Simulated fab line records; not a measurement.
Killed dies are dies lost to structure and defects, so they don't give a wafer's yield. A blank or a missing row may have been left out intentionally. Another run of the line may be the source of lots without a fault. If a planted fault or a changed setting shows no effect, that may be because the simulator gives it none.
fab line records    flow nand-harc
record: lots: 5  wafers: 15  last-day: 25
route steps=1159 shown P_ZERO_WELL@29
lots untouched by any fault: they come from a run of this same line in which no faults occurred
start-h: the number of hours between the record's first day and the start of the first shown wafer of the lot    wait-h: hours since the lot's step before    " unchanged from the row above    L1.1+2: one row covering several wafers at once    - no value, or no start was given    * or withheld: withheld    < > ~ a bound
route shown NAME@n: a module of which the file shows steps, and the number in the route of the first    usual: mean/standard deviation of fault-free wafers    same: alike in all rows    chamber/n: place in a boat    sites: each site's reading    _std_site: the values' standard deviation    _edge_site: outer sites' mean less inner sites'    radius-mm: for every site, how far away it sits from the centre of the wafer    mask NAME#n: copy n    behind: the most recent tool/chamber to have shaped the wafer    hold: reason for holding the lot/hours on hold/outcome of the hold    device: transistor that didn't switch, given as n, p or np    end of line: tests run on the same wafers once the route is complete    a step given without rows: its recipe and nothing more    killed: at the first sort, the dies lost to defects and structure; wafer yield is something else    map: the dies of a wafer, with x for killed, . for not killed, _ for no die there
set.NAME: setting as actually run; set.NAME@STEP: the setting as run at that earlier step    model.NAME: the simulator's own value behind a step, which no gauge read
lots at selected steps of the route; one table per step, one row per wafer
services: a tool's chamber out of use, with start hour (start-h, from the record's first day; less than 0 if before it), hours out, and reason
== steps ==
step: NHARC_P_ZERO_WELL_CD_MEAS_24
recipe: target-cd-nm: 720  landing-energy-ev: 500
usual: cd-nm: 720.1/2
lot.wafer  tool       chamber  start-h  wait-h  cd-nm
L414.3     cd-sem-01  0        44.48    -       719.0
L414.4     "          0        "        "       720.8
L414.5     "          0        "        "       718.1
L424.1     cd-sem-02  0        104.48   -       716.7
L424.5     "          0        "        "       720.2
L424.6     "          0        "        "       718.5
L425.3     cd-sem-03  0        110.67   -       720.4
L425.4     "          0        "        "       721.1
L425.6     "          0        "        "       720.1
L426.1     cd-sem-02  0        116.97   -       717.2
L426.5     "          0        "        "       724.5
L426.6     "          0        "        "       720.2
L427.1     cd-sem-02  0        122.37   -       721.2
L427.3     "          0        "        "       720.7
L427.6     "          0        "        "       721.4
step: NHARC_P_ZERO_WELL_HARDBAKE_25
recipe: temp-c: 125  time-s: 80
step: NHARC_P_ZERO_WELL_DESCUM_26
recipe: time-s: 3  o2-flow-sccm: 200  ar-flow-sccm: 0  bias-power-w: 0  chemistry: O2
usual: drypump-motor-current-A: 5.6/0.39  oes-product-au: 0.997/0.011  rf-vpp-V: 57.8/0.86  showerhead-plenum-p-Torr: 1.90/0.066  throttle-valve-pct: 11.312/0.0091
same: bias-power-w: 0
lot.wafer  tool         chamber  start-h  wait-h  drypump-motor-current-A  oes-product-au  rf-hours-counter-h  rf-vpp-V  showerhead-plenum-p-Torr  throttle-valve-pct
L414.3     rie-diel-10  3        44.66    -       5.1                      1.006           1                   57.3      1.91                      11.317
L414.4     "            0        "        "       5.9                      0.998           2                   58.2      1.88                      11.298
L414.5     "            1        "        "       5.3                      0.987           -                   58.8      1.87                      11.318
L424.1     rie-diel-03  1        104.64   -       6.0                      1.004           5                   57.5      1.80                      11.318
L424.5     "            2        "        "       5.3                      0.969           -                   58.3      1.90                      11.306
L424.6     "            0        "        "       5.8                      0.988           -                   56.8      2.02                      11.316
L425.3     rie-diel-03  1        110.84   -       6.0                      0.992           5                   57.0      1.80                      11.313
L425.4     "            0        "        "       5.8                      0.988           -                   58.9      2.02                      11.326
L425.6     "            2        "        "       5.3                      0.982           -                   58.4      1.90                      11.301
L426.1     rie-diel-10  3        117.16   -       5.1                      1.013           9                   55.9      1.91                      11.339
L426.5     "            0        "        "       6.0                      0.998           -                   58.2      1.87                      11.310
L426.6     "            3        "        "       5.1                      1.016           -                   58.9      1.91                      11.311
L427.3     rie-diel-10  2        122.53   -       6.1                      0.994           7                   57.7      1.94                      11.311
L427.1     "            3        "        "       5.1                      1.021           10                  58.4      1.91                      11.294
L427.6     "            2        "        "       6.1                      0.989           -                   57.5      1.94                      11.289
step: NHARC_P_ZERO_WELL_IMPLANT_27
recipe: energy-kev: 600  dose-cm2: 1e+13  tilt-deg: 7
step: NHARC_P_ZERO_WELL_IMPLANT_57
recipe: energy-kev: 250  dose-cm2: 4e+12  tilt-deg: 7
step: NHARC_P_ZERO_WELL_IMPLANT_58
recipe: energy-kev: 100  dose-cm2: 2e+12  tilt-deg: 7
step: NHARC_P_ZERO_WELL_STRIP_28
recipe: time-s: 840  temp-c: 130  chemistry: SPM
step: NHARC_P_ZERO_WELL_DEHYDRATE_29
recipe: temp-c: 150  time-s: 120
step: NHARC_P_ZERO_WELL_HMDS_30
recipe: time-s: 30
step: NHARC_P_ZERO_WELL_COAT_31
recipe: spin-rpm: withheld
step: NHARC_P_ZERO_WELL_SOFTBAKE_32
recipe: temp-c: 122  time-s: 95
step: NHARC_P_ZERO_WELL_EBR_33
step: NHARC_P_ZERO_WELL_EXPOSE_34
recipe: na: 0.6  target-cd-nm: 720  dose-mj: 22.31  mask-id: P_PWELL
lot.wafer   tool            chamber  start-h  wait-h  mask
L414.3+4+5  krf-scanner-04  0        45.98    -       P_HVPW#0
L424.1+5+6  krf-scanner-04  0        105.98   -       P_PWELL#0
L425.3+4+6  krf-scanner-02  0        112.18   -       P_PWELL#0
L426.1+5+6  krf-scanner-01  0        118.48   -       P_PWELL#0
L427.1+3+6  krf-scanner-02  0        123.87   -       P_PWELL#0
step: NHARC_P_ZERO_WELL_PEB_35
recipe: peb-temp-c: 118  peb-time-s: 85
step: NHARC_P_ZERO_WELL_DEVELOP_36
recipe: time-s: 70
step: NHARC_P_ZERO_WELL_CD_MEAS_37
recipe: target-cd-nm: 720  landing-energy-ev: 500
usual: cd-nm: 719.9/1.8
lot.wafer  tool       chamber  start-h  wait-h  cd-nm
L414.3     cd-sem-03  0        46.13    -       -
L414.4     "          0        "        "       -
L414.5     "          0        "        "       -
L424.1     cd-sem-03  0        106.14   -       717.7
L424.5     "          0        "        "       718.1
L424.6     "          0        "        "       717.4
L425.3     cd-sem-01  0        112.33   -       718.3
L425.4     "          0        "        "       721.2
L425.6     "          0        "        "       719.6
L426.1     cd-sem-01  0        118.63   -       721.7
L426.5     "          0        "        "       717.5
L426.6     "          0        "        "       718.6
L427.1     cd-sem-02  0        124.03   -       721.6
L427.3     "          0        "        "       719.5
L427.6     "          0        "        "       718.7
step: NHARC_P_ZERO_WELL_HARDBAKE_38
recipe: temp-c: 125  time-s: 80
== services ==
tool            chamber  start-h  hours  kind
rie-diel-03     1        31.61    6.0    repair
rie-diel-10     0        33.00    -      clean
rie-diel-10     1        33.00    -      clean
rie-diel-10     2        33.00    -      clean
rie-diel-10     3        33.00    -      clean
rie-diel-03     2        37.59    9.0    repair
krf-scanner-02  -        38.00    4.0    pm
rie-diel-03     -        38.30    9.0    pm
krf-scanner-01  -        46.97    0.2    repair
krf-scanner-02  -        51.03    0.6    repair
rie-diel-10     0        57.50    -      clean
rie-diel-10     1        57.50    -      clean
rie-diel-10     2        57.50    -      clean
rie-diel-10     3        57.50    -      clean
rie-diel-10     0        59.49    4.1    repair
krf-scanner-04  -        60.72    0.4    repair
rie-diel-10     1        77.86    47.9   repair
rie-diel-03     -        78.49    1.5    repair
krf-scanner-01  -        84.00    4.0    pm
rie-diel-10     2        92.71    9.9    repair
rie-diel-10     0        98.37    2.9    repair
rie-diel-03     3        100.10   27.2   repair
krf-scanner-02  -        106.75   0.8    repair
krf-scanner-04  -        112.17   30.3   repair
== key ==
first-sign: step: NHARC_P_ZERO_WELL_EXPOSE_34  reading: mask  direction: changed
effect: step: NHARC_P_ZERO_WELL_CD_MEAS_37  reading: cd-nm  direction: missing
met-at NHARC_P_ZERO_WELL_EXPOSE_34
struck-wafers L414.3,L414.4,L414.5
later-rows-left-out L414.3,L414.4,L414.5
sort-left-out L414.3,L414.4,L414.5
tester-left-out L414
fault: kind: wrong-mask  tool: any  chamber: -  onset-h: 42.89  steps: NHARC_P_ZERO_WELL_EXPOSE_34  aux-copy: P_HVPW#0  scope: struck-lots-only
tester-left-out: of these lots the tester's yield and bins aren't shown, on N5 and GAA mostly nor the transistor test; their killed dies are dies lost to structure and defects alone, not to doping, threshold or leakage, so they don't give the yield
sort-left-out: the simulated sort isn't trusted on such a fault, so these wafers' sort isn't shown, and their yield isn't known
later-rows-left-out: the simulator's readings of these wafers behind a module that went badly wrong aren't trusted and aren't shown, but for the sort
